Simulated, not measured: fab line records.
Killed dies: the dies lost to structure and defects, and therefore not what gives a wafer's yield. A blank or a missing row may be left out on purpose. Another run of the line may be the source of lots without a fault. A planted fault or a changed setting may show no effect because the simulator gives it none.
fab line records ; flow nand_harc
record: lots: 6; wafers: 18; last_day: 26
route steps=1159 shown A_SGD_CUT@752 END@1159
lots that met no fault: taken from a fault-free run of the same line
start_h: hours from the record's first day to the start of the lot's first wafer shown ; wait_h: hours elapsed since this lot's preceding step ; " repeats the value in the row above ; L1.1+2: one row covering several wafers at once ; - either no value or no given start ; * or withheld: withheld ; < > ~ a bound
route shown NAME@n: a module of which the file shows steps, and the number in the route of the first ; usual: average and standard deviation across the fault-free wafers ; same: alike in all rows ; chamber/n: place in a boat ; sites: each site's reading ; _std_site: standard deviation across them ; _edge_site: inner sites' mean taken away from outer sites' mean ; radius_mm: for every site, how far away it sits from the centre of the wafer ; mask NAME#n: copy n ; behind: tool/chamber where the wafer was last shaped ; hold: why the lot was held/for how many hours/how that ended ; device: the transistor (n, p or np) that didn't switch ; end of line: tests run on the same wafers once the route is complete ; a step given without rows: its recipe and nothing more ; killed: count of dies lost to structure and defects at first sort (not the wafer's yield) ; map: a wafer's dies, marking killed ones x, the rest . and places with no die _
set.NAME: the setting that was run; set.NAME@STEP: the one run at that earlier step ; model.NAME: the simulator's own value behind a step, which no gauge read
lots seen at some steps along the route; tables by step, rows by wafer
services: from which hour (start_h, from the record's first day; less than 0 if before it) a tool's chamber was out of use, for how many hours, and why
== steps ==
step: NHARC_A_SGD_CUT_COAT_03
recipe: spin_rpm: 1500; resist_thk_nm: 90
step: NHARC_A_SGD_CUT_SOFTBAKE_04
recipe: temp_c: 105; time_s: 55
step: NHARC_A_SGD_CUT_EBR_05
step: NHARC_A_SGD_CUT_EXPOSE_06
recipe: na: 1.35; dose_mj: 85.59; mask_id: SGD
step: NHARC_A_SGD_CUT_PEB_07
recipe: peb_temp_c: 100; peb_time_s: 65
step: NHARC_A_SGD_CUT_DEVELOP_08
recipe: develop_time_s: 35; dev_temp_c: 23
step: NHARC_A_SGD_CUT_CD_MEAS_09
recipe: target_cd_nm: 100; landing_energy_ev: 500
usual: cd_nm: 99.8/0.52
lot.wafer;tool;chamber;start_h;wait_h;cd_nm
L497.1;cd_sem-03;0;349.58;-;100.1
L497.4;cd_sem-03;0;349.58;-;100.4
L497.6;cd_sem-03;0;349.58;-;100.1
L498.1;cd_sem-03;0;362.49;-;99.6
L498.2;cd_sem-03;0;362.49;-;99.7
L498.3;cd_sem-03;0;362.49;-;99.5
L505.3;cd_sem-03;0;400.67;-;99.8
L505.4;cd_sem-03;0;400.67;-;99.8
L505.6;cd_sem-03;0;400.67;-;99.7
L507.1;cd_sem-01;0;407.09;-;99.4
L507.3;cd_sem-01;0;407.09;-;99.7
L507.4;cd_sem-01;0;407.09;-;100.0
L511.4;cd_sem-01;0;433.03;-;100.1
L511.5;cd_sem-01;0;433.03;-;100.3
L511.6;cd_sem-01;0;433.03;-;100.0
L514.1;cd_sem-01;0;460.03;-;100.3
L514.3;cd_sem-01;0;460.03;-;100.2
L514.5;cd_sem-01;0;460.03;-;99.2
step: NHARC_A_SGD_CUT_OVL_MEAS_10
usual: overlay_x_nm: -0.2/0.9; overlay_y_nm: 0.0/0.92
lot.wafer;tool;chamber;start_h;wait_h;overlay_x_nm;overlay_y_nm
L497.1;overlay-02;-;349.67;-;1.4;1.2
L497.4;overlay-02;-;349.67;-;1.3;0.3
L497.6;overlay-02;-;349.67;-;1.2;1.2
L498.1;overlay-01;-;362.58;-;0.1;-2.1
L498.2;overlay-01;-;362.58;-;-0.6;-1.7
L498.3;overlay-01;-;362.58;-;-0.2;-1.6
L505.3;overlay-02;-;400.75;-;0.4;1.3
L505.4;overlay-02;-;400.75;-;0.5;0.9
L505.6;overlay-02;-;400.75;-;0.2;0.8
L507.1;overlay-01;-;407.18;-;0.0;-0.9
L507.3;overlay-01;-;407.18;-;0.1;-0.5
L507.4;overlay-01;-;407.18;-;0.0;-0.9
L511.4;overlay-01;-;433.11;-;-0.3;-0.4
L511.5;overlay-01;-;433.11;-;-0.4;-0.7
L511.6;overlay-01;-;433.11;-;0.0;-0.4
L514.1;overlay-02;-;460.12;-;-0.3;-0.3
L514.3;overlay-02;-;460.12;-;0.1;-0.9
L514.5;overlay-02;-;460.12;-;-0.8;-0.6
step: NHARC_A_SGD_CUT_INSPECT_11
usual: raw_defect_count: 18/8.5
lot.wafer;tool;chamber;start_h;wait_h;raw_defect_count
L497.1;defect_inspect-01;-;349.71;0.0;6
L497.4;defect_inspect-01;-;349.71;0.0;7
L497.6;defect_inspect-01;-;349.71;0.0;18
L498.1;defect_inspect-01;-;362.61;0.0;17
L498.2;defect_inspect-01;-;362.61;0.0;24
L498.3;defect_inspect-01;-;362.61;0.0;22
L505.3;defect_inspect-01;-;400.79;0.0;29
L505.4;defect_inspect-01;-;400.79;0.0;29
L505.6;defect_inspect-01;-;400.79;0.0;30
L507.1;defect_inspect-01;-;407.22;0.0;22
L507.3;defect_inspect-01;-;407.22;0.0;17
L507.4;defect_inspect-01;-;407.22;0.0;12
L511.4;defect_inspect-02;-;433.15;0.0;26
L511.5;defect_inspect-02;-;433.15;0.0;21
L511.6;defect_inspect-02;-;433.15;0.0;36
L514.1;defect_inspect-01;-;460.15;0.0;14
L514.3;defect_inspect-01;-;460.15;0.0;6
L514.5;defect_inspect-01;-;460.15;0.0;15
step: NHARC_A_SGD_CUT_DESCUM_14
recipe: time_s: 3; o2_flow_sccm: 200; ar_flow_sccm: 0; bias_power_w: 0; chemistry: O2
usual: drypump_motor_current_A: 5.9/0.48; oes_product_au: 1.004/0.01; rf_vpp_V: 57.8/0.96; showerhead_plenum_p_Torr: 1.95/0.093; throttle_valve_pct: 11.312/0.0086
lot.wafer;tool;chamber;start_h;wait_h;drypump_motor_current_A;oes_product_au;rf_hours_counter_h;rf_vpp_V;showerhead_plenum_p_Torr;throttle_valve_pct
L497.1;rie_diel-05;2;349.77;0.1;6.3;0.995;0;58.5;2.04;11.317
L497.4;rie_diel-05;1;349.77;0.1;5.8;1.001;0;58.3;1.93;11.313
L497.6;rie_diel-05;2;349.77;0.1;6.3;0.992;-;58.1;2.04;11.314
L498.2;rie_diel-06;1;362.67;0.1;5.4;0.994;11;59.0;1.99;11.298
L498.1;rie_diel-06;3;362.67;0.1;6.3;0.995;12;57.8;1.99;11.321
L498.3;rie_diel-06;0;362.67;0.1;6.4;1.021;11;57.3;1.93;11.302
L505.4;rie_diel-05;0;400.87;0.1;5.2;1.014;5;58.9;1.78;11.312
L505.3;rie_diel-05;1;400.87;0.1;5.8;1.012;6;58.6;1.93;11.314
L505.6;rie_diel-05;2;400.87;0.1;6.4;0.999;-;57.5;2.03;11.322
L507.4;rie_diel-05;3;407.28;0.1;6.3;1.013;6;57.7;2.05;11.314
L507.3;rie_diel-05;0;407.28;0.1;5.2;1.001;6;57.3;1.78;11.309
L507.1;rie_diel-05;1;407.28;0.1;5.9;1.005;8;57.4;1.93;11.321
L511.4;rie_diel-06;0;433.23;0.1;6.4;1.007;0;57.5;1.93;11.320
L511.6;rie_diel-06;1;433.23;0.1;5.4;1.018;-;59.0;1.98;11.294
L511.5;rie_diel-06;2;433.23;0.1;6.0;1.014;-;56.2;1.90;11.319
L514.1;rie_diel-05;0;460.22;0.1;5.2;1.003;13;57.5;1.78;11.316
L514.3;rie_diel-05;2;460.22;0.1;6.3;0.990;15;58.3;2.03;11.317
L514.5;rie_diel-05;0;460.22;0.1;5.2;1.011;-;55.7;1.78;11.318
step: NHARC_A_SGD_CUT_ETCH_58
recipe: target_depth_a: 390; over_etch_frac: 0.3; time_s: 65; ion_energy_ev: 80; cf4_flow_sccm: 150; ar_flow_sccm: 0; rf_w: 300; bias_w: 100; chemistry: CF4
usual: bias_w: 100.05/0.29; cf4_flow_sccm: 149.9/0.41; drypump_motor_current_A: 5.9/0.48; oes_product_au: 1.003/0.01; rf_vpp_V: 151.5/1.3; showerhead_plenum_p_Torr: 1.79/0.082; throttle_valve_pct: 13.282/0.0098
lot.wafer;tool;chamber;start_h;wait_h;bias_w;cf4_flow_sccm;drypump_motor_current_A;oes_product_au;rf_hours_counter_h;rf_vpp_V;showerhead_plenum_p_Torr;throttle_valve_pct
L497.4;rie_diel-05;0;349.85;0.1;100.58;150.4;5.2;1.002;0;149.4;1.65;13.273
L497.1;rie_diel-05;1;349.85;0.1;100.11;149.4;5.8;1.008;0;150.7;1.78;13.271
L497.6;rie_diel-05;0;349.85;0.1;99.97;150.6;5.2;1.004;-;150.3;1.65;13.297
L498.3;rie_diel-06;1;362.78;0.1;100.28;150.6;5.3;1.008;11;152.3;1.83;13.283
L498.2;rie_diel-06;3;362.78;0.1;100.36;150.2;6.3;1.013;12;151.3;1.83;13.270
L498.1;rie_diel-06;0;362.78;0.1;100.23;150.7;6.4;1.011;11;151.7;1.78;13.290
L505.4;rie_diel-05;2;400.94;0.1;99.96;150.8;6.3;0.999;6;153.9;1.87;13.310
L505.3;rie_diel-05;0;400.94;0.1;99.91;150.0;5.2;1.007;5;149.3;1.65;13.298
L505.6;rie_diel-05;2;400.94;0.1;100.17;150.2;6.3;0.986;-;151.5;1.87;13.273
L507.4;rie_diel-05;3;407.37;0.1;100.21;149.6;6.4;1.004;6;153.8;1.89;13.292
L507.1;rie_diel-05;0;407.37;0.1;99.82;150.0;5.2;1.011;6;149.7;1.65;13.284
L507.3;rie_diel-05;2;407.37;0.1;99.60;150.2;6.3;0.996;7;152.6;1.87;13.288
L511.4;rie_diel-06;3;433.30;0.1;99.74;150.3;6.3;0.993;0;151.7;1.83;13.271
L511.6;rie_diel-06;1;433.30;0.1;100.13;149.2;5.3;1.007;-;153.3;1.83;13.285
L511.5;rie_diel-06;2;433.30;0.1;100.18;149.9;6.0;1.009;-;150.9;1.75;13.284
L514.1;rie_diel-05;1;460.31;0.1;99.41;149.7;5.9;1.000;14;151.5;1.78;13.292
L514.3;rie_diel-05;2;460.31;0.1;99.48;149.5;6.3;0.995;15;151.3;1.87;13.283
L514.5;rie_diel-05;0;460.31;0.1;100.12;150.1;5.2;0.998;-;150.7;1.65;13.279
step: NHARC_A_SGD_CUT_ETCH_59
recipe: target_depth_a: 2600; over_etch_frac: 0.25; time_s: 406.25; ion_energy_ev: 200; n2_flow_sccm: 150; h2_flow_sccm: 150; ar_flow_sccm: 0; rf_w: 400; bias_w: 150; chemistry: N2/H2
usual: bias_w: 150.1/0.45; chamber_pressure_mTorr: 30.001/0.028; drypump_motor_current_A: 5.9/0.47; oes_product_au: 1.004/0.011; rf_vpp_V: 431.7/3; showerhead_plenum_p_Torr: 2.08/0.1; throttle_valve_pct: 14.171/0.0089
lot.wafer;tool;chamber;start_h;wait_h;bias_w;chamber_pressure_mTorr;drypump_motor_current_A;oes_product_au;rf_hours_counter_h;rf_vpp_V;showerhead_plenum_p_Torr;throttle_valve_pct
L497.4;rie_diel-05;1;-;-;149.3;29.983;5.9;1.009;0;430.9;2.06;14.155
L497.1;rie_diel-05;0;-;-;150.2;30.042;5.2;1.007;0;427.1;1.89;14.148
L497.6;rie_diel-05;2;-;-;150.4;29.954;6.3;1.005;-;434.3;2.17;14.166
L498.2;rie_diel-06;1;-;-;150.6;30.017;5.3;1.002;11;433.2;2.12;14.174
L498.1;rie_diel-06;3;-;-;150.3;30.035;6.3;1.011;12;432.6;2.12;14.181
L498.3;rie_diel-06;0;-;-;150.2;30.014;6.4;1.016;11;430.7;2.06;14.182
L505.4;rie_diel-05;0;-;-;149.9;29.999;5.2;1.004;5;425.2;1.89;14.171
L505.3;rie_diel-05;1;-;-;149.6;30.005;5.8;1.000;6;430.6;2.06;14.163
L505.6;rie_diel-05;3;-;-;150.1;29.982;6.4;1.021;-;435.2;2.19;14.182
L507.3;rie_diel-05;2;-;-;150.4;30.020;6.3;1.005;7;435.1;2.17;14.163
L507.4;rie_diel-05;0;-;-;149.4;29.969;5.2;1.011;6;426.8;1.89;14.173
L507.1;rie_diel-05;1;-;-;150.2;29.976;5.8;1.013;8;430.4;2.06;14.166
L511.4;rie_diel-06;0;-;-;149.8;30.022;6.4;1.012;0;430.5;2.06;14.173
L511.6;rie_diel-06;3;-;-;150.0;29.988;6.3;0.993;-;433.2;2.12;14.171
L511.5;rie_diel-06;0;-;-;150.0;30.001;6.4;1.011;-;430.7;2.06;14.173
L514.3;rie_diel-05;3;-;-;150.2;30.016;6.4;0.998;13;434.4;2.19;14.169
L514.1;rie_diel-05;1;-;-;150.0;29.980;5.8;0.995;14;430.4;2.05;14.155
L514.5;rie_diel-05;3;-;-;150.2;30.007;6.4;1.016;-;435.8;2.19;14.175
step: NHARC_A_SGD_CUT_ETCH_15
recipe: target_depth_a: 750; time_s: 64.3; ch3f_flow_sccm: 50; o2_flow_sccm: 30; ar_flow_sccm: 200; rf_w: 500; bias_w: 100; chemistry: CH3F/O2
usual: bias_w: 99.97/0.28; ch3f_flow_sccm: 49.99/0.16; drypump_motor_current_A: 5.9/0.47; oes_product_au: 0.965/0.02; rf_vpp_V: 264.4/2; showerhead_plenum_p_Torr: 2.50/0.11; throttle_valve_pct: 20.662/0.0096
lot.wafer;tool;chamber;start_h;wait_h;bias_w;ch3f_flow_sccm;drypump_motor_current_A;oes_product_au;rf_hours_counter_h;rf_vpp_V;showerhead_plenum_p_Torr;throttle_valve_pct
L497.1;rie_diel-05;2;350.26;-;100.30;49.84;6.3;0.960;0;266.8;2.61;20.653
L497.4;rie_diel-05;3;350.26;-;100.50;49.92;6.4;0.971;0;267.5;2.63;20.672
L497.6;rie_diel-05;0;350.26;-;100.16;50.00;5.2;0.978;-;259.7;2.29;20.656
L498.1;rie_diel-06;3;363.24;-;99.53;49.92;6.3;0.962;12;265.7;2.55;20.653
L498.2;rie_diel-06;0;363.24;-;99.40;49.87;6.4;0.981;11;264.7;2.48;20.662
L498.3;rie_diel-06;1;363.24;-;99.81;49.75;5.3;0.966;11;264.6;2.55;20.672
L505.3;rie_diel-05;2;401.33;-;-;-;-;-;-;-;-;-
L505.4;rie_diel-05;0;401.33;-;-;-;-;-;-;-;-;-
L505.6;rie_diel-05;3;401.33;-;-;-;-;-;-;-;-;-
L507.1;rie_diel-05;1;407.76;-;-;-;-;-;-;-;-;-
L507.4;rie_diel-05;2;407.76;-;-;-;-;-;-;-;-;-
L507.3;rie_diel-05;3;407.76;-;-;-;-;-;-;-;-;-
L511.4;rie_diel-06;3;433.73;-;99.52;49.93;6.3;0.964;1;264.1;2.55;20.654
L511.5;rie_diel-06;0;433.73;-;99.73;50.02;6.4;1.001;-;265.1;2.48;20.666
L511.6;rie_diel-06;1;433.73;-;99.99;50.15;5.4;0.972;-;266.9;2.55;20.660
L514.1;rie_diel-05;3;460.70;-;100.08;49.78;6.4;0.977;13;267.8;2.62;20.668
L514.3;rie_diel-05;1;460.70;-;100.00;50.07;5.8;0.973;15;263.7;2.47;20.657
L514.5;rie_diel-05;3;460.70;-;99.67;50.19;6.4;0.974;-;266.0;2.62;20.664
step: NHARC_A_SGD_CUT_ETCH_16
recipe: target_depth_a: 3105; time_s: 155.2; c4f8_flow_sccm: withheld; o2_flow_sccm: 8; ar_flow_sccm: withheld; rf_w: 600; bias_w: 800; chemistry: C4F8/O2/Ar
usual: bias_w: 800.0/2.5; chamber_pressure_mTorr: 25.000/0.022; oes_product_au: 0.973/0.018; rf_vpp_V: 725/4.6
lot.wafer;tool;chamber;start_h;wait_h;bias_w;chamber_pressure_mTorr;oes_product_au;rf_hours_counter_h;rf_vpp_V
L497.1;rie_diel-05;1;-;-;797.7;24.996;0.982;0;723
L497.4;rie_diel-05;0;-;-;800.1;24.997;0.988;0;717
L497.6;rie_diel-05;1;-;-;796.5;25.058;0.986;-;724
L498.2;rie_diel-06;1;-;-;795.7;25.018;0.976;11;726
L498.1;rie_diel-06;3;-;-;798.8;25.014;0.987;12;729
L498.3;rie_diel-06;0;-;-;796.8;25.020;0.987;12;723
L505.4;rie_diel-05;3;-;-;798.5;24.993;0.970;5;729
L505.3;rie_diel-05;0;-;-;797.2;25.000;0.951;5;717
L505.6;rie_diel-05;2;-;-;805.4;24.998;0.950;-;728
L507.4;rie_diel-05;0;-;-;795.1;24.982;0.967;6;715
L507.1;rie_diel-05;1;-;-;800.6;24.995;0.994;8;725
L507.3;rie_diel-05;2;-;-;798.9;24.991;0.981;7;730
L511.4;rie_diel-06;3;-;-;800.7;25.027;0.972;1;727
L511.5;rie_diel-06;3;-;-;796.6;24.965;0.982;-;727
L511.6;rie_diel-06;0;-;-;799.8;25.027;1.005;-;723
L514.1;rie_diel-05;2;-;-;803.3;25.034;0.971;15;730
L514.3;rie_diel-05;3;-;-;804.1;25.032;0.996;13;732
L514.5;rie_diel-05;2;-;-;800.3;24.972;0.975;-;728
step: NHARC_END_SORT_01
recipe: temp_c: 25
usual: killed_at_array: 27/11; killed_at_other: 0.6/1; killed_at_periphery: 3.0/2.1; killed_dies: 31/12; killed_open: 3.2/1.7; killed_short: 1.7/1.4
same: gross_dies: 677
lot.wafer;tool;chamber;start_h;wait_h;hold;killed_at_array;killed_at_other;killed_at_periphery;killed_dies;killed_open;killed_short
L497.1;prober-01;0;482.26;2.5;-;21;0;1;22;4;1
L497.4;prober-01;0;484.66;3.4;-;20;0;3;23;6;1
L497.6;prober-01;0;486.26;4.0;-;22;0;0;22;2;3
L498.1;prober-01;0;490.05;2.5;-;19;0;1;20;0;1
L498.2;prober-01;0;490.86;2.8;-;26;0;3;29;3;2
L498.3;prober-01;0;491.68;3.1;-;17;0;3;20;4;0
L507.1;prober-01;0;540.00;2.5;await_dispo/5.8h/scrap;668;3;6;677;7;3
L507.3;prober-01;0;541.62;3.1;await_dispo/5.8h/scrap;673;0;4;677;0;2
L507.4;prober-01;0;542.43;3.4;await_dispo/5.8h/scrap;674;1;2;677;2;2
L505.3;prober-02;0;541.65;3.1;await_dispo/4.4h/scrap;673;0;4;677;4;1
L505.4;prober-02;0;542.44;3.4;await_dispo/4.4h/scrap;673;0;4;677;3;3
L505.6;prober-02;0;544.04;4.0;await_dispo/4.4h/scrap;675;0;2;677;3;2
L511.4;prober-01;0;566.78;3.4;-;62;0;3;65;7;2
L511.5;prober-01;0;567.58;3.7;-;43;0;1;44;3;1
L511.6;prober-01;0;568.39;4.0;-;54;0;2;56;6;1
L514.1;prober-02;0;619.07;2.5;-;27;1;1;29;3;2
L514.3;prober-02;0;620.66;3.1;-;13;3;1;17;3;0
L514.5;prober-02;0;622.26;3.7;-;22;0;1;23;1;1
killed by level:class
L497.1 A_SGD_CUT:chamber_film_flake=7 A_CHANNEL_HOLE_D1:chamber_film_flake=3 A_CONTACT:chamber_film_flake=3 A_SLIT:chamber_film_flake=2 P_M0:geometric_particle:open=1 A_CHANNEL_FILL_D1:geometric_particle:short=1 A_CHANNEL_FILL_D1:geometric_particle:open=1 A_CONTACT:geometric_particle:open=1
L497.4 A_SGD_CUT:chamber_film_flake=7 A_CHANNEL_HOLE_D1:chamber_film_flake=4 A_CONTACT:geometric_particle:open=2 A_SLIT:chamber_film_flake=2 P_CONTACT:geometric_particle:open=1 P_M0:geometric_particle:short=1 P_M2:geometric_particle:open=1 A_CHANNEL_HOLE_D1:geometric_particle:open=1
L497.6 A_CHANNEL_HOLE_D1:chamber_film_flake=9 A_CHANNEL_FILL_D1:geometric_particle:short=3 A_BLC:geometric_particle:open=2 A_STAIRCASE:chamber_film_flake=2 A_SGD_CUT:chamber_film_flake=2 A_CONTACT:chamber_film_flake=2 A_ZERO_WELL:chamber_film_flake=1 A_SLIT:chamber_film_flake=1
L498.1 A_CHANNEL_HOLE_D1:chamber_film_flake=12 A_STAIRCASE:chamber_film_flake=2 A_CONTACT:chamber_film_flake=2 A_CHANNEL_FILL_D1:geometric_particle:short=1 P_GATE:chamber_film_flake=1 A_CHANNEL_FILL_D1:chamber_film_flake=1 A_WL_FILL:chamber_film_flake=1
L498.2 A_CHANNEL_HOLE_D1:chamber_film_flake=11 A_WL_FILL:chamber_film_flake=7 A_STAIRCASE:chamber_film_flake=2 P_GATE:geometric_particle:short=1 P_CONTACT:geometric_particle:open=1 A_SGD_CUT:geometric_particle:short=1 A_WL_FILL:geometric_particle:open=1 A_CONTACT:geometric_particle:open=1
L498.3 A_CHANNEL_HOLE_D1:chamber_film_flake=11 A_CONTACT:geometric_particle:open=2 P_CONTACT:geometric_particle:open=1 A_CHANNEL_FILL_D1:geometric_particle:open=1 P_STI:chamber_film_flake=1 P_GATE:chamber_film_flake=1 A_CHANNEL_FILL_D1:chamber_film_flake=1 A_WL_FILL:chamber_film_flake=1
L507.1 A_SGD_CUT:area_etch=624 A_SLIT:chamber_film_flake=17 A_STAIRCASE:chamber_film_flake=12 A_CHANNEL_HOLE_D1:chamber_film_flake=6 A_CONTACT:geometric_particle:open=4 P_STI:chamber_film_flake=3 THIN_TSV:chamber_film_flake=3 P_CONTACT:geometric_particle:open=1
L507.3 A_SGD_CUT:area_etch=640 A_SLIT:chamber_film_flake=15 A_STAIRCASE:chamber_film_flake=6 P_STI:chamber_film_flake=4 A_CHANNEL_HOLE_D1:chamber_film_flake=4 A_CONTACT:chamber_film_flake=4 A_CHANNEL_FILL_D1:geometric_particle:short=1 A_WL_FILL:geometric_particle:short=1
L505.3 A_SGD_CUT:area_etch=644 A_CHANNEL_HOLE_D1:chamber_film_flake=16 A_CONTACT:chamber_film_flake=8 P_GATE:chamber_film_flake=2 P_ZERO_WELL:geometric_particle:open=1 P_M0:geometric_particle:open=1 A_CHANNEL_HOLE_D1:geometric_particle:short=1 A_SGD_CUT:geometric_particle:open=1
L507.4 A_SGD_CUT:area_etch=636 A_SLIT:chamber_film_flake=20 A_STAIRCASE:chamber_film_flake=8 A_CHANNEL_HOLE_D1:chamber_film_flake=4 A_CONTACT:chamber_film_flake=2 P_M0:geometric_particle:open=1 A_CHANNEL_FILL_D1:geometric_particle:short=1 A_SGD_CUT:geometric_particle:open=1
L505.4 A_SGD_CUT:area_etch=643 A_CHANNEL_HOLE_D1:chamber_film_flake=17 A_CONTACT:chamber_film_flake=5 P_GATE:chamber_film_flake=3 A_STAIRCASE:chamber_film_flake=2 P_CONTACT:geometric_particle:short=1 A_CHANNEL_FILL_D1:geometric_particle:open=1 A_WL_FILL:geometric_particle:short=1
L505.6 A_SGD_CUT:area_etch=643 A_CHANNEL_HOLE_D1:chamber_film_flake=16 A_CONTACT:chamber_film_flake=7 A_STAIRCASE:chamber_film_flake=4 P_CONTACT:geometric_particle:open=1 A_CHANNEL_HOLE_D1:geometric_particle:open=1 A_CHANNEL_FILL_D1:geometric_particle:short=1 A_CONTACT:geometric_particle:short=1
L511.4 A_SLIT:chamber_film_flake=21 A_CHANNEL_HOLE_D1:chamber_film_flake=18 A_CONTACT:chamber_film_flake=11 A_STAIRCASE:chamber_film_flake=4 A_CHANNEL_FILL_D1:geometric_particle:open=2 P_GATE:geometric_particle:open=1 P_M0:geometric_particle:open=1 A_ONON_D1:geometric_particle:short=1
L511.5 A_SLIT:chamber_film_flake=20 A_CHANNEL_HOLE_D1:chamber_film_flake=9 A_STAIRCASE:chamber_film_flake=5 A_CONTACT:chamber_film_flake=4 A_CONTACT:geometric_particle:open=2 P_M0:geometric_particle:open=1 A_SOURCE_PLATE:geometric_particle:short=1 A_SGD_CUT:chamber_film_flake=1
L511.6 A_SLIT:chamber_film_flake=17 A_CHANNEL_HOLE_D1:chamber_film_flake=16 A_STAIRCASE:chamber_film_flake=9 A_CONTACT:chamber_film_flake=6 A_M0:geometric_particle:open=2 P_M1:geometric_particle:open=1 P_M2:geometric_particle:open=1 A_ONON_D1:geometric_particle:short=1
L514.1 A_CHANNEL_HOLE_D1:chamber_film_flake=12 A_CONTACT:chamber_film_flake=7 A_STAIRCASE:chamber_film_flake=3 A_M0:geometric_particle:open=2 P_M0:geometric_particle:short=1 A_ONON_D1:geometric_particle:short=1 A_BLC:geometric_particle:open=1 A_WL_FILL:chamber_film_flake=1
L514.3 A_CONTACT:chamber_film_flake=5 A_CHANNEL_HOLE_D1:chamber_film_flake=4 A_M0:geometric_particle:open=2 THIN_TSV:chamber_film_flake=2 P_M0:geometric_particle:open=1 A_STAIRCASE:chamber_film_flake=1 A_BONDPAD:chamber_film_flake=1 HYBRID_BOND:latent=1
L514.5 A_CHANNEL_HOLE_D1:chamber_film_flake=7 A_STAIRCASE:chamber_film_flake=5 A_CONTACT:chamber_film_flake=5 A_SGD_CUT:chamber_film_flake=2 A_STAIRCASE:geometric_particle:short=1 A_CONTACT:geometric_particle:open=1 P_BONDPAD:chamber_film_flake=1 A_SLIT:chamber_film_flake=1
map L505.3 (x killed, . not)
____________x____________
_________xxxxxxx_________
_______xxxxxxxxxxx_______
______xxxxxxxxxxxxx______
_____xxxxxxxxxxxxxxx_____
____xxxxxxxxxxxxxxxxx____
____xxxxxxxxxxxxxxxxx____
___xxxxxxxxxxxxxxxxxxx___
___xxxxxxxxxxxxxxxxxxx___
__xxxxxxxxxxxxxxxxxxxxx__
__xxxxxxxxxxxxxxxxxxxxx__
_xxxxxxxxxxxxxxxxxxxxxxx_
_xxxxxxxxxxxxxxxxxxxxxxx_
_xxxxxxxxxxxxxxxxxxxxxxx_
_xxxxxxxxxxxxxxxxxxxxxxx_
_xxxxxxxxxxxxxxxxxxxxxxx_
xxxxxxxxxxxxxxxxxxxxxxxxx
xxxxxxxxxxxxxxxxxxxxxxxxx
xxxxxxxxxxxxxxxxxxxxxxxxx
xxxxxxxxxxxxxxxxxxxxxxxxx
xxxxxxxxxxxxxxxxxxxxxxxxx
_xxxxxxxxxxxxxxxxxxxxxxx_
_xxxxxxxxxxxxxxxxxxxxxxx_
_xxxxxxxxxxxxxxxxxxxxxxx_
_xxxxxxxxxxxxxxxxxxxxxxx_
_xxxxxxxxxxxxxxxxxxxxxxx_
__xxxxxxxxxxxxxxxxxxxxx__
__xxxxxxxxxxxxxxxxxxxxx__
___xxxxxxxxxxxxxxxxxxx___
___xxxxxxxxxxxxxxxxxxx___
____xxxxxxxxxxxxxxxxx____
____xxxxxxxxxxxxxxxxx____
_____xxxxxxxxxxxxxxx_____
______xxxxxxxxxxxxx______
_______xxxxxxxxxxx_______
_________xxxxxxx_________
____________x____________
map L507.1 (x killed, . not)
____________x____________
_________xxxxxxx_________
_______xxxxxxxxxxx_______
______xxxxxxxxxxxxx______
_____xxxxxxxxxxxxxxx_____
____xxxxxxxxxxxxxxxxx____
____xxxxxxxxxxxxxxxxx____
___xxxxxxxxxxxxxxxxxxx___
___xxxxxxxxxxxxxxxxxxx___
__xxxxxxxxxxxxxxxxxxxxx__
__xxxxxxxxxxxxxxxxxxxxx__
_xxxxxxxxxxxxxxxxxxxxxxx_
_xxxxxxxxxxxxxxxxxxxxxxx_
_xxxxxxxxxxxxxxxxxxxxxxx_
_xxxxxxxxxxxxxxxxxxxxxxx_
_xxxxxxxxxxxxxxxxxxxxxxx_
xxxxxxxxxxxxxxxxxxxxxxxxx
xxxxxxxxxxxxxxxxxxxxxxxxx
xxxxxxxxxxxxxxxxxxxxxxxxx
xxxxxxxxxxxxxxxxxxxxxxxxx
xxxxxxxxxxxxxxxxxxxxxxxxx
_xxxxxxxxxxxxxxxxxxxxxxx_
_xxxxxxxxxxxxxxxxxxxxxxx_
_xxxxxxxxxxxxxxxxxxxxxxx_
_xxxxxxxxxxxxxxxxxxxxxxx_
_xxxxxxxxxxxxxxxxxxxxxxx_
__xxxxxxxxxxxxxxxxxxxxx__
__xxxxxxxxxxxxxxxxxxxxx__
___xxxxxxxxxxxxxxxxxxx___
___xxxxxxxxxxxxxxxxxxx___
____xxxxxxxxxxxxxxxxx____
____xxxxxxxxxxxxxxxxx____
_____xxxxxxxxxxxxxxx_____
______xxxxxxxxxxxxx______
_______xxxxxxxxxxx_______
_________xxxxxxx_________
____________x____________
== services ==
tool;chamber;start_h;hours;kind
rie_diel-05;-;340.67;9.0;pm
rie_diel-05;0;340.67;9.0;vent_cycle
rie_diel-05;1;340.67;9.0;vent_cycle
rie_diel-05;2;340.67;9.0;vent_cycle
rie_diel-05;3;340.67;9.0;vent_cycle
rie_diel-06;2;341.90;8.8;repair
rie_diel-06;1;343.08;5.3;repair
rie_diel-05;0;349.67;-;clean
rie_diel-05;0;349.67;-;consumable_replace:focus_ring
rie_diel-05;1;349.67;-;clean
rie_diel-05;2;349.67;-;clean
rie_diel-05;3;349.67;-;clean
rie_diel-06;0;353.39;3.1;repair
rie_diel-06;2;360.25;8.9;repair
rie_diel-05;0;374.17;-;clean
rie_diel-05;1;374.17;-;clean
rie_diel-05;2;374.17;-;clean
rie_diel-05;3;374.17;-;clean
rie_diel-05;0;398.67;-;clean
rie_diel-05;1;398.67;-;clean
rie_diel-05;2;398.67;-;clean
rie_diel-05;3;398.67;-;clean
rie_diel-06;-;418.20;9.0;pm
rie_diel-05;0;423.22;-;clean
== key ==
first_sign: step: NHARC_A_SGD_CUT_ETCH_15; reading: tool_record; direction: missing
effect: step: NHARC_END_SORT_01; reading: killed_at_array; direction: up; sigmas: 56; usual: 27; struck: 673
more_kills_born_at: NHARC_A_SGD_CUT_ETCH_15@rie_diel-05: 3830
met_at NHARC_A_SGD_CUT_ETCH_15
struck_wafers L505.3,L505.4,L505.6,L507.1,L507.3,L507.4
later_rows_left_out L505.3,L505.4,L505.6,L507.1,L507.3,L507.4
tester_left_out L505,L507
onset_between 350.26 401.33
fault: kind: skipped_step_whole; tool: rie_diel-05; chamber: -; onset_h: 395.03; steps: NHARC_A_SGD_CUT_ETCH_15; scope: struck_lots_only
tester_left_out: of these lots the tester's yield and bins aren't shown, on N5 and GAA mostly nor the transistor test; their killed dies are dies lost to structure and defects alone, not to doping, threshold or leakage, so they don't give the yield
later_rows_left_out: the simulator's readings of these wafers behind a module that went badly wrong aren't trusted and aren't shown, but for the sort
